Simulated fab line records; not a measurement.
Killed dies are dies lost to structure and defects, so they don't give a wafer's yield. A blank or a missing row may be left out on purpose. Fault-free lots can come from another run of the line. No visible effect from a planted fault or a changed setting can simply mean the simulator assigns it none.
The tool behind it: which one? | flow n5 finfet | 27 wafers from 9 lots sampled at 5 of the route's 1938 steps

== WHAT THE GAUGES READ, wafer by wafer ==
N5_BEOL_M1_CD_MEAS_28: target cd y 23.3 nm. Usual: cd nm at 23.94 nm, with a standard deviation of 0.25.
lot  | measured     | on        | cd nm (nm)        | flag
L838 | day 6 07:07  | cd sem-01 | 24.17 24.06 24.67 |
L840 | day 6 22:41  | cd sem-03 | 24.01 24.07 23.69 |
L850 | day 9 18:23  | cd sem-01 | 24.38 23.85 23.81 |
L851 | day 9 18:31  | cd sem-03 | 24.18 24.18 24.06 |
L853 | day 10 03:18 | cd sem-03 | 24.04 23.66 23.89 |
L855 | day 10 13:41 | cd sem-03 | 23.97 24.02 24.28 |
L856 | day 10 19:44 | cd sem-02 | 23.65 24.04 24.09 |
L857 | day 11 04:43 | cd sem-03 | 24.30 23.60 24.30 |
L858 | day 11 11:47 | cd sem-02 | 23.90 24.11 24.13 |

N5_BEOL_M4_RC_MEAS_101. Usual: DIBL_N 37.0 mV/V, standard deviation 2.3; DIBL_P 37.3 mV/V, standard deviation 2.8; IOFF_N 0.17 nA/um, standard deviation 0.046; IOFF_P 0.23 nA/um, standard deviation 0.054; ION_N 675 uA/um, standard deviation 14; ION_P 460 uA/um, standard deviation 9.3; SS_N 71.7 mV/dec, standard deviation 0.73; SS_P 73.6 mV/dec, standard deviation 0.95; VT_N 249 mV, standard deviation 3.9; VT_P -250 mV, standard deviation 3.9.
lot  | measured     | on        | DIBL_N (mV/V)  | DIBL_P (mV/V)  | IOFF_N (nA/um) | IOFF_P (nA/um) | ION_N (uA/um) | ION_P (uA/um) | SS_N (mV/dec)  | SS_P (mV/dec)  | VT_N (mV)   | VT_P (mV)      | flag
L838 | day 8 02:19  | prober-02 | 37.4 36.8 39.6 | 37.6 37.4 40.9 | 0.19 0.17 0.25 | 0.22 0.22 0.29 | 677 667 688   | 457 453 457   | 72.1 71.1 72.2 | 73.7 75.0 76.1 | 250 249 245 | -249 -251 -248 |
L840 | day 8 22:55  | prober-02 | 37.5 36.0 41.5 | 37.8 36.8 43.3 | 0.18 0.16 0.27 | 0.19 0.18 0.28 | 682 676 694   | 454 453 461   | 72.0 71.0 73.1 | 73.1 73.5 75.4 | 248 249 244 | -252 -254 -246 |
L850 | day 11 10:53 | prober-02 | 36.1 33.9 37.1 | 38.2 34.1 38.5 | 0.19 0.14 0.23 | 0.28 0.21 0.30 | 668 673 694   | 459 458 469   | 71.0 70.5 71.8 | 74.4 72.7 74.5 | 243 251 241 | -245 -250 -245 |
L851 | day 12 16:50 | prober-01 | 34.0 40.2 38.4 | 32.0 40.6 38.3 | 0.10 0.21 0.18 | 0.16 0.31 0.26 | 656 663 656   | 456 458 453   | 70.8 73.1 73.0 | 72.3 74.7 74.2 | 256 250 247 | -253 -247 -249 |
L853 | day 12 21:28 | prober-01 | 39.3 41.2 36.0 | 41.4 44.0 36.5 | 0.23 0.28 0.16 | 0.26 0.32 0.19 | 687 704 681   | 465 470 456   | 72.8 73.7 71.7 | 74.4 75.4 73.3 | 246 241 248 | -248 -245 -253 |
L855 | day 12 22:43 | prober-01 | 32.3 36.5 32.7 | 33.6 38.5 34.1 | 0.11 0.18 0.12 | 0.14 0.20 0.14 | 657 679 663   | 445 458 449   | 71.2 72.3 71.1 | 72.2 73.7 72.2 | 256 249 254 | -257 -252 -258 |
L856 | day 13 00:56 | prober-02 | 36.2 37.1 35.3 | 33.2 35.2 33.1 | 0.15 0.17 0.13 | 0.18 0.21 0.18 | 670 676 677   | 456 454 466   | 71.6 71.7 70.6 | 72.5 72.8 73.1 | 253 250 252 | -253 -253 -250 |
L857 | day 13 14:05 | prober-01 | 38.3 36.8 37.2 | 39.4 38.0 38.0 | 0.20 0.17 0.18 | 0.24 0.21 0.22 | 673 671 666   | 456 455 455   | 71.8 72.3 71.8 | 73.6 72.9 73.7 | 247 250 248 | -251 -252 -250 |
L858 | day 13 20:28 | prober-01 | 37.8 38.4 40.4 | 36.6 36.6 38.7 | 0.16 0.16 0.22 | 0.20 0.21 0.24 | 677 656 668   | 459 444 451   | 71.3 71.8 72.2 | 73.3 72.9 73.2 | 250 253 247 | -256 -252 -253 |

== EACH LOT AND THE TOOL THAT RAN IT (in order: tool; ch and the chambers of the sampled wafers; start) ==
lot  | N5_BEOL_M1_HM_OPEN_17             | N5_BEOL_M1_ETCH_69                 | N5_BEOL_M1_ETCH_70
L838 | rie metal-02 ch 0,1, day 6 06:31  | rie diel-04 ch 0,1,2, day 6 07:17  | rie diel-04 ch 1,3, day 6 08:04
L840 | rie metal-01 ch 0,1, day 6 22:13  | rie diel-04 ch 1,3, day 6 22:52    | rie diel-04 ch 1,3, day 7 02:37
L850 | rie metal-02 ch 0, day 9 17:47    | rie diel-02 ch 0,1, day 9 18:33    | rie diel-02 ch 0,1,2, day 9 19:34
L851 | rie metal-01 ch 0,1, day 9 18:01  | rie diel-06 ch 0,3, day 9 18:41    | rie diel-06 ch 0,2, day 9 21:44
L853 | rie metal-03 ch 0,1, day 10 02:38 | rie diel-06 ch 0,1,2, day 10 03:29 | rie diel-06 ch 0,2, day 10 05:14
L855 | rie metal-03 ch 0,1, day 10 13:00 | rie diel-04 ch 2,3, day 10 13:53   | rie diel-02 ch 0,1,2, day 10 18:37
L856 | rie metal-03 ch 0,1, day 10 19:14 | rie diel-02 ch 1,3, day 10 19:55   | rie diel-02 ch 0,1,2, day 10 23:45
L857 | rie metal-01 ch 0,1, day 11 04:07 | rie diel-02 ch 1,2,3, day 11 04:53 | rie diel-02 ch 0,1, day 11 06:25
L858 | rie metal-03 ch 0,1, day 11 11:16 | rie diel-06 ch 1,2, day 11 12:01   | rie diel-02 ch 0,3, day 12 00:12
- N5_BEOL_M1_HM_OPEN_17: chemistry Cl2/BCl3, target TiN, target depth 20 nm, overetch 6 nm.
- N5_BEOL_M1_ETCH_69: etches SiARC in CF4, target depth 15.6 nm, time 26 s.
- N5_BEOL_M1_ETCH_70: etches SOC in N2/H2, target depth 80 nm, overetch 16 nm, time 120 s.

== AS READ BY THE TOOLS THEMSELVES (means over the sampled wafers that have a number; for cases with no such wafer, the mark the record gives instead) ==
N5_BEOL_M1_HM_OPEN_17. Usual: drypump motor current A 5.55 A, standard deviation 0.29; oes product au 0.67 a.u., standard deviation 0.1; rf fwd power W 993 W, standard deviation 3.7; throttle valve pct 22.29 %, standard deviation 0.28.
lot  | tool         | drypump motor current A (A) | oes product au (a.u.) | rf fwd power W (W) | throttle valve pct (%) | flag
L838 | rie metal-02 | 5.32                        | 0.52                  | 989                | 22.34                  |
L840 | rie metal-01 | 5.51                        | 0.81                  | 994                | 22.29                  |
L850 | rie metal-02 | 4.94                        | 0.52                  | 993                | 22.36                  |
L851 | rie metal-01 | 5.52                        | 0.77                  | 991                | 22.29                  |
L853 | rie metal-03 | 5.83                        | 0.65                  | 993                | 22.41                  |
L855 | rie metal-03 | 5.84                        | 0.64                  | 993                | 22.42                  |
L856 | rie metal-03 | 5.83                        | 0.64                  | 997                | 22.42                  |
L857 | rie metal-01 | 5.51                        | 0.74                  | 993                | 22.33                  |
L858 | rie metal-03 | 5.76                        | 0.62                  | 989                | 22.37                  |

N5_BEOL_M1_ETCH_69. Usual: drypump motor current A 5.8 A (standard deviation 0.53); etch rf on time s 25.9 s (standard deviation 0.91); oes product au 0.65 a.u. (standard deviation 0.072); rf fwd power W 531.8 W (standard deviation 1.7); rf vpp V 184.0 V (standard deviation 1.2); showerhead plenum p Torr 2.14 Torr (standard deviation 0.071); throttle valve pct 15.57 % (standard deviation 0.19).
lot  | tool        | drypump motor current A (A) | etch rf on time s (s) | oes product au (a.u.) | rf fwd power W (W) | rf vpp V (V) | showerhead plenum p Torr (Torr) | throttle valve pct (%) | flag
L838 | rie diel-04 | 5.5                         | 26.1                  | 0.64                  | 532.5              | 184.9        | 2.22                            | 15.56                  |
L840 | rie diel-04 | 6.1                         | 28.7                  | 0.58                  | 532.3              | 184.8        | 2.17                            | 15.56                  | OFF
L850 | rie diel-02 | 6.0                         | 24.7                  | 0.75                  | 534.1              | 185.5        | 2.19                            | 15.36                  |
L851 | rie diel-06 | 5.7                         | 25.6                  | 0.62                  | 530.6              | 184.1        | 2.15                            | 15.75                  |
L853 | rie diel-06 | 5.8                         | 25.9                  | 0.68                  | 532.0              | 184.2        | 2.15                            | 15.58                  |
L855 | rie diel-04 | 5.5                         | 26.6                  | 0.59                  | 532.0              | 183.3        | 2.10                            | 15.79                  |
L856 | rie diel-02 | 5.5                         | 26.5                  | 0.59                  | 530.5              | 183.8        | 2.18                            | 15.60                  |
L857 | rie diel-02 | 5.9                         | 26.5                  | 0.60                  | 532.6              | 183.4        | 2.12                            | 15.63                  |
L858 | rie diel-06 | 5.7                         | 26.0                  | 0.70                  | 531.8              | 184.0        | 2.14                            | 15.38                  |

N5_BEOL_M1_ETCH_70. Usual: drypump motor current A 5.8 A, standard deviation 0.55; oes product au 0.58 a.u., standard deviation 0.055; rf fwd power W 835.6 W, standard deviation 2.8; rf vpp V 524.0 V, standard deviation 2.6; showerhead plenum p Torr 2.55 Torr, standard deviation 0.094; throttle valve pct 17.73 %, standard deviation 0.25.
lot  | tool        | drypump motor current A (A) | oes product au (a.u.) | rf fwd power W (W) | rf vpp V (V) | showerhead plenum p Torr (Torr) | throttle valve pct (%) | flag
L838 | rie diel-04 | 6.0                         | 0.55                  | 833.5              | 521.7        | 2.48                            | 17.74                  |
L840 | rie diel-04 | 6.1                         | 0.55                  | 836.3              | 524.5        | 2.57                            | 17.71                  |
L850 | rie diel-02 | 6.0                         | 0.60                  | 837.6              | 524.6        | 2.54                            | 17.59                  |
L851 | rie diel-06 | 6.0                         | 0.58                  | 835.5              | 525.2        | 2.59                            | 18.02                  |
L853 | rie diel-06 | 6.1                         | 0.62                  | 833.9              | 523.2        | 2.53                            | 17.91                  |
L855 | rie diel-02 | 5.9                         | 0.59                  | 836.0              | 524.2        | 2.54                            | 17.60                  |
L856 | rie diel-02 | 6.0                         | 0.59                  | 835.5              | 524.2        | 2.54                            | 17.60                  |
L857 | rie diel-02 | 5.5                         | 0.58                  | 838.8              | 525.2        | 2.60                            | 17.51                  |
L858 | rie diel-02 | 6.4                         | 0.64                  | 836.5              | 524.6        | 2.56                            | 17.50                  |

== THE ANSWER, worked out from the rows above alone ==
Rule: a lot is off if the mean of its wafers that have a number lies more than 3 standard deviations from the usual mean. Also off: a lot with no number at a reading for which 4 or more lots have one. The other lots that the step has rows for count as sound. First the gauges in route order, then the tools' own readings, where a lot's mean is used as printed above. The first step at which some lot is off is used, and at that step the reading that is off furthest; a lot without a number counts as furthest.
Off: L840 (N5_BEOL_M1_ETCH_69, etch rf on time s).
A tool fits if, at that step or a process step before it, it ran every lot that is off, and no sound lot after the first of them. Of those tried, none fits.

== WHAT THE SIMULATOR HAD PUT IN ==
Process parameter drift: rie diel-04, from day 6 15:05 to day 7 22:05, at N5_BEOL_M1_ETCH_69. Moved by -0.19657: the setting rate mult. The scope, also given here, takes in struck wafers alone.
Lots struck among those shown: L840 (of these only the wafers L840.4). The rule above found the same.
